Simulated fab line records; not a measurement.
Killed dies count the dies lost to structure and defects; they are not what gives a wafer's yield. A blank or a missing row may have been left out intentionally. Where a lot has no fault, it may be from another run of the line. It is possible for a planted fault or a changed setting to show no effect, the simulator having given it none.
Which tool did it? + flow nand harc + 13 lots, 38 wafers sampled, at 5 steps of a route of 1302

WHAT EACH GAUGE READ, for each wafer
NHARC_A_DECK1_JOINT_INSPECT_05. Usual: raw defect count reads 384 (standard deviation 170).
| lot  | measured     | on                | raw defect count | flag |
|------|--------------|-------------------|------------------|------|
| L747 | day 12 17:40 | defect inspect-02 | 344 219 398      |      |
| L748 | day 13 02:52 | defect inspect-02 | 260 312 324      |      |
| L750 | day 13 10:49 | defect inspect-01 | 308 560 1009     |      |
| L751 | day 14 15:25 | defect inspect-02 | 187 357 493      |      |
| L752 | day 14 15:25 | defect inspect-01 | 581 536 544      |      |
| L754 | day 15 12:08 | defect inspect-01 | 653 347          |      |
| L755 | day 15 19:13 | defect inspect-01 | 455 388 322      |      |
| L764 | day 19 06:23 | defect inspect-02 | 254 232 319      |      |
| L765 | day 19 18:37 | defect inspect-01 | 236 282 319      |      |
| L766 | day 20 10:40 | defect inspect-01 | 426 477 335      |      |
| L767 | day 20 19:30 | defect inspect-02 | 597 526 472      |      |
| L768 | day 21 05:26 | defect inspect-02 | 272 504 293      |      |
| L769 | day 21 18:16 | defect inspect-02 | 422 789 678      |      |

NHARC_A_ONON_D2_THK_MEAS_02: measures by ellipsometry. Usual: thk nm reads 1003 nm (standard deviation 11).
| lot  | measured     | on            | thk nm (nm)    | flag |
|------|--------------|---------------|----------------|------|
| L747 | day 12 18:14 | film metro-01 | 1023 1020 1019 |      |
| L748 | day 13 03:27 | film metro-01 | 1013 1013 1013 |      |
| L750 | day 13 11:25 | film metro-02 | 1008 1008 1008 |      |
| L751 | day 14 16:01 | film metro-02 | 1003 1003 1004 |      |
| L752 | day 14 16:00 | film metro-01 | 1001 1001 1002 |      |
| L754 | day 15 12:43 | film metro-01 | 1581 1582      | OFF  |
| L755 | day 15 19:48 | film metro-02 | 1584 1012 1013 | OFF  |
| L764 | day 19 06:58 | film metro-02 | 997 995 997    |      |
| L765 | day 19 19:16 | film metro-02 | 983 984 984    |      |
| L766 | day 20 11:14 | film metro-02 | 1005 1003 1003 |      |
| L767 | day 20 20:05 | film metro-01 | 992 992 991    |      |
| L768 | day 21 06:01 | film metro-02 | 988 987 987    |      |
| L769 | day 21 18:50 | film metro-02 | 1001 1000 1000 |      |

NHARC_END_SORT_01. Usual: killed at array 54, standard deviation 17; killed at other 0.7, standard deviation 1; killed at periphery 3.7, standard deviation 2.9; killed dies 58, standard deviation 16; killed open 3.2, standard deviation 1.9; killed short 2.2, standard deviation 1.5.
| lot  | measured     | on        | killed at array | killed at other | killed at periphery | killed dies | killed open | killed short | flag |
|------|--------------|-----------|-----------------|-----------------|---------------------|-------------|-------------|--------------|------|
| L754 | day 28 06:05 | prober-01 | 676 675         | 0 1             | 1 1                 | 677 677     | 3 5         | 3 3          | OFF  |
| L755 | day 27 22:20 | prober-01 | 672 55 57       | 0 0 1           | 5 1 4               | 677 56 62   | 5 4 2       | 3 1 2        | OFF  |

TOOL THAT RAN EACH LOT (tool first, then ch and the chambers of the sampled wafers, then the start)
| lot  | NHARC_A_CHANNEL_FILL_D1_STRIP_29              | NHARC_A_ONON_D2_DEP_00           |
|------|-----------------------------------------------|----------------------------------|
| L747 | rie diel-11 ch 1,2, day 12 17:40 or earlier   | pecvd onon-04 ch 0, day 12 17:43 |
| L748 | rie diel-11 ch 0,1,3, day 13 02:52 or earlier | pecvd onon-02 ch 0, day 13 02:56 |
| L750 | rie diel-06 ch 0,2,3, day 13 10:49 or earlier | pecvd onon-02 ch 0, day 13 10:53 |
| L751 | rie diel-06 ch 1,2, day 14 15:25 or earlier   | pecvd onon-04 ch 0, day 14 15:32 |
| L752 | rie diel-02 ch 1,2,3, day 14 15:25 or earlier | pecvd onon-02 ch 0, day 14 15:36 |
| L754 | rie diel-06 ch 0,2, day 13 17:59              | pecvd onon-02 ch 0, day 15 12:16 |
| L755 | rie diel-02 ch 1,3, day 15 19:13 or earlier   | pecvd onon-02 ch 0, day 15 19:20 |
| L764 | rie diel-06 ch 1,2, day 19 06:23 or earlier   | pecvd onon-04 ch 0, day 19 06:35 |
| L765 | rie diel-06 ch 1,2,3, day 19 18:37 or earlier | pecvd onon-02 ch 0, day 19 18:52 |
| L766 | rie diel-06 ch 0,2, day 18 14:22              | pecvd onon-02 ch 0, day 20 10:44 |
| L767 | rie diel-02 ch 1,2, day 20 19:30 or earlier   | pecvd onon-02 ch 0, day 20 19:38 |
| L768 | rie diel-06 ch 0,2, day 21 05:26 or earlier   | pecvd onon-02 ch 0, day 21 05:34 |
| L769 | rie diel-02 ch 0,1,2, day 20 00:57            | pecvd onon-01 ch 0, day 21 18:20 |
- NHARC_A_CHANNEL_FILL_D1_STRIP_29: strips in O2, time 20 s.
- NHARC_A_ONON_D2_DEP_00: target thk 1000 nm.

WHAT THE TOOLS THEMSELVES READ (means of the sampled wafers that have a number; where no wafer has one, the mark that the record gives instead)
NHARC_A_CHANNEL_FILL_D1_STRIP_29. Usual: drypump motor current A 5.6 A, standard deviation 0.34; oes product au 0.996 a.u., standard deviation 0.013; rf vpp V 57.6 V, standard deviation 0.94; showerhead plenum p Torr 3.49 Torr, standard deviation 0.15; throttle valve pct 17.035 %, standard deviation 0.0088.
| lot  | tool        | drypump motor current A (A) | oes product au (a.u.) | rf vpp V (V) | showerhead plenum p Torr (Torr) | throttle valve pct (%) | flag |
|------|-------------|-----------------------------|-----------------------|--------------|---------------------------------|------------------------|------|
| L747 | rie diel-11 | 5.9                         | 0.991                 | 57.5         | 3.52                            | 17.035                 |      |
| L748 | rie diel-11 | 5.6                         | 0.991                 | 57.7         | 3.61                            | 17.033                 |      |
| L750 | rie diel-06 | 5.5                         | 1.003                 | 57.7         | 3.50                            | 17.029                 |      |
| L751 | rie diel-06 | 5.9                         | 1.004                 | 57.4         | 3.47                            | 17.035                 |      |
| L752 | rie diel-02 | 5.7                         | 0.992                 | 58.5         | 3.44                            | 17.041                 |      |
| L754 | rie diel-06 | 5.7                         | 0.988                 | 57.5         | 3.57                            | 17.053                 |      |
| L755 | rie diel-02 | 5.7                         | 1.005                 | 57.4         | 3.31                            | 17.039                 |      |
| L764 | rie diel-06 | 5.9                         | 1.003                 | 57.6         | 3.49                            | 17.043                 |      |
| L765 | rie diel-06 | 5.7                         | 0.995                 | 56.2         | 3.43                            | 17.032                 |      |
| L766 | rie diel-06 | 5.8                         | 1.002                 | 58.0         | 3.52                            | 17.031                 |      |
| L767 | rie diel-02 | 5.6                         | 1.005                 | 58.4         | 3.56                            | 17.041                 |      |
| L768 | rie diel-06 | 5.8                         | 0.998                 | 57.9         | 3.52                            | 17.035                 |      |
| L769 | rie diel-02 | 5.6                         | 1.005                 | 58.0         | 3.45                            | 17.043                 |      |

NHARC_A_ONON_D2_DEP_00. Usual: susceptor temp C reads 399.99 C (standard deviation 0.25).
| lot  | tool          | susceptor temp C (C) | flag |
|------|---------------|----------------------|------|
| L747 | pecvd onon-04 | 400.21               |      |
| L748 | pecvd onon-02 | 399.89               |      |
| L750 | pecvd onon-02 | 400.10               |      |
| L751 | pecvd onon-04 | 399.92               |      |
| L752 | pecvd onon-02 | 400.00               |      |
| L754 | pecvd onon-02 | 400.22               |      |
| L755 | pecvd onon-02 | 400.35               |      |
| L764 | pecvd onon-04 | 399.65               |      |
| L765 | pecvd onon-02 | 400.13               |      |
| L766 | pecvd onon-02 | 399.91               |      |
| L767 | pecvd onon-02 | 399.90               |      |
| L768 | pecvd onon-02 | 399.95               |      |
| L769 | pecvd onon-01 | 399.97               |      |

THE ANSWER, worked out from the rows above alone
Rule: a lot is off if the mean of its wafers that have a number lies more than 3 standard deviations from the usual mean. Also off: a lot with no number at a reading for which 4 or more lots have one. All remaining lots with rows at the step are treated as sound. The gauges are gone through in route order, then the tools' own readings, and for those a lot's mean is taken as printed above. The first step at which some lot is off is used, and at that step the reading that is off furthest; a lot without a number counts as furthest.
Off at NHARC_A_ONON_D2_THK_MEAS_02 (thk nm): L754, L755.
If a tool, at a process step before that reading, ran all the lots that are off and no sound lot after the first of them, it fits. Not tried: the gauges at NHARC_A_ONON_D2_THK_MEAS_02; whatever is off there is also off at NHARC_END_SORT_01, on other tools, and gauge error can't account for it. With no start given for some of its lots, NHARC_A_CHANNEL_FILL_D1_STRIP_29 uses the hours and lot order of NHARC_A_DECK1_JOINT_INSPECT_05. No candidate that was tried fits.

WHAT WAS PUT IN BY THE SIMULATOR
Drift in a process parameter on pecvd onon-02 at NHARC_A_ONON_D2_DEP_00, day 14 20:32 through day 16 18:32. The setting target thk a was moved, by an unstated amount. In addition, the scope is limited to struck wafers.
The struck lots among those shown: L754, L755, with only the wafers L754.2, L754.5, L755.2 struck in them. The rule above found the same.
